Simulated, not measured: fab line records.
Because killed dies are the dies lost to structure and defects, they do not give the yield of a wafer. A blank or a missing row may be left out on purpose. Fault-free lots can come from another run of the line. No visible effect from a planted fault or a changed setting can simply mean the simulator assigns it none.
Split-lot study | flow n5-finfet | on a route of 1938 steps: 7 lots, 21 wafers read

== SPLIT DETAILS ==
At N5_BEOL_M2_EXPOSE_08 (exposes mask M2), the setting dose-mj was moved away from the recipe's 41.25 on 7 of the 21 wafers read, by -7.4% to -2.9%. All remaining wafers had this setting at the recipe value.

== FROM THE SPLIT TO THE READING: what the file shows between them, 23 steps ==
- N5_BEOL_M2_PEB_09: peb time 60 s
- N5_BEOL_M2_DEVELOP_10: develop time 30 s
- N5_BEOL_M2_CD_MEAS_11: target cd 16.79 nm
- N5_BEOL_M2_DESCUM_16: chemistry O2, time 7 s
- N5_BEOL_M2_ETCH_74: etches underlayer in N2/H2, target depth 6.5 nm, time 5.2 s
- N5_BEOL_M2_ETCH_63: etches SiARC in CF4, target depth 15.6 nm, time 26 s
- N5_BEOL_M2_COAT_67: time 60 s, resist thk 60 nm (also split here: spin-rpm)
- N5_BEOL_M2_COAT_22: resist thk 30 nm (also split here: spin-rpm)
- N5_BEOL_M2_EBR_24
- N5_BEOL_M2_SOFTBAKE_23: time 60 s
- N5_BEOL_M2_DESCUM_33: chemistry O2, time 7 s
- N5_BEOL_M2_ETCH_77: etches underlayer in N2/H2, target depth 6.5 nm, time 5.2 s
- N5_BEOL_M2_ETCH_69: etches SiARC in CF4, target depth 15.6 nm, time 26 s
- N5_BEOL_M2_ALD_98: deposits SiO2, target thk 2.5 nm, pulse time 1 s, co reactant pulse time 1 s
- N5_BEOL_M2_ETCHBACK_99: etches SiO2 in CHF3, target depth 5 nm, time 10.4 s
- N5_BEOL_M2_ETCH_70: etches SOC in N2/H2, target depth 80 nm, overetch 24 nm, time 130 s
- N5_BEOL_M2_STRIP_71: strips in N2/H2
- N5_BEOL_M2_STRIP_78: strips in N2/H2
- N5_BEOL_M2_VIA_ETCH_34: etches the open film in C4F6/O2, target depth 69.4 nm, time 65.9 s
- N5_BEOL_M2_STRIP_83: strips in C4F6/O2
- N5_BEOL_M2_STRIP_36: strips in N2/H2
- N5_BEOL_M2_PRECLEAN_42: cleans in residue remover, time 60 s
- N5_BEOL_M2_SRD_43: time 30 s

== THE READING ==
cd-nm, in nm, at N5_BEOL_M2_CD_MEAS_35 (target cd 18 nm, target cd y 22.2 nm). On this fab line, fault-free wafers typically give 18.1 nm with a standard deviation of 0.33 nm.

wafer  | tool, chamber at the split | dose-mj as run | against the recipe | cd-nm, nm | against lot-mates on the recipe
L079.1 | euv-scanner-01, 0          | 40.07          | -2.9%              | 17.7      | -0.4
L079.4 | euv-scanner-01, 0          | 40.07          | -2.9%              | 17.4      | -0.7
L079.6 | euv-scanner-01, 0          | 41.25          | recipe             | 18.1      | -
L084.2 | euv-scanner-02, 0          | 41.25          | recipe             | 18.4      | -
L084.3 | euv-scanner-02, 0          | 41.25          | recipe             | 18.4      | -
L084.4 | euv-scanner-02, 0          | 41.25          | recipe             | 18.0      | -
L086.1 | euv-scanner-02, 0          | 41.25          | recipe             | 18.1      | -
L086.3 | euv-scanner-02, 0          | 41.25          | recipe             | 18.3      | -
L086.4 | euv-scanner-02, 0          | 41.25          | recipe             | 18.3      | -
L088.2 | euv-scanner-01, 0          | 38.19          | -7.4%              | 16.6      | -1.8
L088.4 | euv-scanner-01, 0          | 41.25          | recipe             | 18.1      | -
L088.6 | euv-scanner-01, 0          | 41.25          | recipe             | 18.7      | -
L096.3 | euv-scanner-01, 0          | 39.87          | -3.3%              | 17.0      | -1.0
L096.5 | euv-scanner-01, 0          | 39.87          | -3.3%              | 17.0      | -1.0
L096.6 | euv-scanner-01, 0          | 41.25          | recipe             | 18.0      | -
L095.1 | euv-scanner-02, 0          | 41.25          | recipe             | 17.4      | -
L095.3 | euv-scanner-02, 0          | 38.61          | -6.4%              | 16.9      | -0.5
L095.6 | euv-scanner-02, 0          | 38.61          | -6.4%              | 16.6      | -0.8
L097.2 | euv-scanner-01, 0          | 41.25          | recipe             | 18.2      | -
L097.5 | euv-scanner-01, 0          | 41.25          | recipe             | 17.9      | -
L097.6 | euv-scanner-01, 0          | 41.25          | recipe             | 18.0      | -

FIT RESULTS
A straight line over all 21 wafers: cd-nm changes by +0.224 nm for each +1% of dose-mj; r = +0.89; the points scatter about the line by 0.29 nm.
The same after taking each lot's own level away (the mean of its wafers on the recipe; 21 wafers): +0.175 nm for each +1%; r = +0.85; scatter 0.28 nm.
The reading moves by 1.3 nm for the largest change in dose-mj, on that fit.
The span of the lots' own levels, 17.40 to 18.40 nm, comes to 3.0 times the standard deviation stated above.
So the slope is not independent of the lot-to-lot level: the two fits are not the same.
Check: with one of the wafers moved furthest among these (-7.4%) left out of the fit, the line predicts -1.09 nm for it against its lot-mates. Against them it came out at -1.8 nm.

== ADDITIONAL SPLITS CARRIED BY THESE WAFERS ==
Other splits were also applied to these wafers ahead of the reading. Each is held against what the fit with the lots' levels taken away leaves over:
other split on the same wafers | wafers away from the commonest value | r with cd-nm (lot level and that fit taken away)
N5_BEOL_M2_COAT_67 spin-rpm    | 7                                    | -0.13
N5_BEOL_M2_COAT_22 spin-rpm    | 4                                    | +0.20

== THE WHOLE CHAIN: every reading that the file lists as answering this split, in the file's order ==
step                  | what it does                                                | reading                                                               | change (the file's fit)               | r (the file's)
N5_BEOL_M2_CD_MEAS_11 | target cd 16.79 nm                                          | cd-nm                                                                 | +0.225 nm for each +1% of the setting | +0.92
N5_BEOL_M2_ETCH_74    | etches underlayer in N2/H2, target depth 6.5 nm, time 5.2 s | BEOL_M2.cd-offset-nm (the simulator's own value, which no gauge read) | +0.216 nm for each +1% of the setting | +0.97
N5_BEOL_M2_ETCH_63    | etches SiARC in CF4, target depth 15.6 nm, time 26 s        | BEOL_M2.cd-offset-nm (the simulator's own value, which no gauge read) | +0.228 nm for each +1% of the setting | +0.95
N5_BEOL_M2_CD_MEAS_35 | target cd 18 nm, target cd y 22.2 nm                        | cd-nm                                                                 | +0.193 nm for each +1% of the setting | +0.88

== FILE'S OWN FIT ==
cd-nm changes by +0.193 nm for each +1% of dose-mj, r = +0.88.
